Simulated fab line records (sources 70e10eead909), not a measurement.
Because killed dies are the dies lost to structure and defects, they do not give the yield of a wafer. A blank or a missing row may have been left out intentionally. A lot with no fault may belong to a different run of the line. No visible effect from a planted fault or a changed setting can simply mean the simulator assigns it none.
Comparing a struck lot with a sound one -- flow nandHarc -- 15 steps out of a route of 1159
Sound: these wafers, L951.1, L951.3, L951.4. Struck: wafer L956.6. (L956.3, L956.4 of the same lot were not struck and are left out.) The cause comes at the end.
Order at every step that has rows: each side's tool, ch and its chambers, its first start. Under that, the readings that differ: sound wafers -- struck wafers -- difference of the means -- sigmas: that difference in standard deviations of wafers without a fault.
alike: a reading whose means differ by less than 2 such deviations, as well as words and numbers matching on both sides. not compared: withheld readings; readings where some wafer has no value; bounds like >300 that might hide an equal value; numbers whose values overlap and for which the record gives no deviation.
The two part at a step that has a row with sigmas, a row that says differs or no value, or rows on one side only. Numbers that have no deviation but don't overlap get no sigmas and don't part them. A reading that every wafer of one side lacks parts them only if that side has two wafers or more.

first, 8 steps without rows for these wafers: NHARC_A_SGD_CUT_COAT_56 (time 75 s); NHARC_A_SGD_CUT_COAT_57 (time 65 s); NHARC_A_SGD_CUT_COAT_03 (resist thk 90 nm); NHARC_A_SGD_CUT_SOFTBAKE_04 (time 55 s); NHARC_A_SGD_CUT_EBR_05; NHARC_A_SGD_CUT_EXPOSE_06 (exposes mask SGD); NHARC_A_SGD_CUT_PEB_07 (peb time 65 s); NHARC_A_SGD_CUT_DEVELOP_08 (develop time 35 s).
NHARC_A_SGD_CUT_CD_MEAS_09: target cd 100 nm.
  sound on cdSem-01 ch 0, day 14 13:43; struck on cdSem-03 ch 0, day 16 00:35
  alike: cdNm
NHARC_A_SGD_CUT_OVL_MEAS_10:
  sound: overlay-02 at day 14 13:48; struck: overlay-01 at day 16 00:40
  alike: overlayXNm, overlayYNm
NHARC_A_SGD_CUT_INSPECT_11:
  sound: defectInspect-01 at day 14 13:50; struck: defectInspect-02 at day 16 00:43
  alike: rawDefectCount
NHARC_A_SGD_CUT_DESCUM_14: chemistry O2, time 3 s.
  sound on rieDiel-04 ch 0,1,2, day 14 13:54; struck on rieDiel-04 ch 3, day 16 00:47
  alike: drypumpMotorCurrentA, oesProductAu, rfVppV, showerheadPlenumPTorr, throttleValvePct
  not compared: rfHoursCounterH
NHARC_A_SGD_CUT_ETCH_58: etches the open film in CF4, target depth 39 nm, time 65 s.
  sound on rieDiel-04 ch 1,2,3, day 14 13:59; struck on rieDiel-04 ch 2, day 16 00:53
reading,sound,struck,difference,sigmas
runLengthS (s),86.4 87.2 87.4,96.0,+9.0,+17
  alike: drypumpMotorCurrentA, oesProductAu, rfVppV, showerheadPlenumPTorr, throttleValvePct
  not compared: rfHoursCounterH
NHARC_A_SGD_CUT_ETCH_59: etches the open film in N2/H2, target depth 260 nm, time 406.25 s.
  sound: rieDiel-04 ch 1,2,3; struck: rieDiel-04 ch 2
  alike: drypumpMotorCurrentA, oesProductAu, rfVppV, runLengthS, showerheadPlenumPTorr, throttleValvePct
  not compared: rfHoursCounterH
-- the record jumps here: 6 days lie between the struck wafers' starts before and after (it left off in module A_SGD_CUT and takes up again in module END, whose first step shown is number 1159 of the route) --
NHARC_END_SORT_01:
  sound on prober-01 ch 0, day 19 20:19; struck on prober-02 ch 0, day 21 13:30
  alike: killedAtArray, killedAtOther, killedAtPeriphery, killedDies, killedOpen, killedShort

## WHERE THEY PART
Only at NHARC_A_SGD_CUT_ETCH_58, within this record. Later steps at which nothing parts them and some readings are alike: NHARC_A_SGD_CUT_ETCH_59, NHARC_END_SORT_01.

WHY: whatever the simulator had introduced
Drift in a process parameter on rieDiel-04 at NHARC_A_SGD_CUT_ETCH_58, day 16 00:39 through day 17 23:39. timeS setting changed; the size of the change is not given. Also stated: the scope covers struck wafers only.
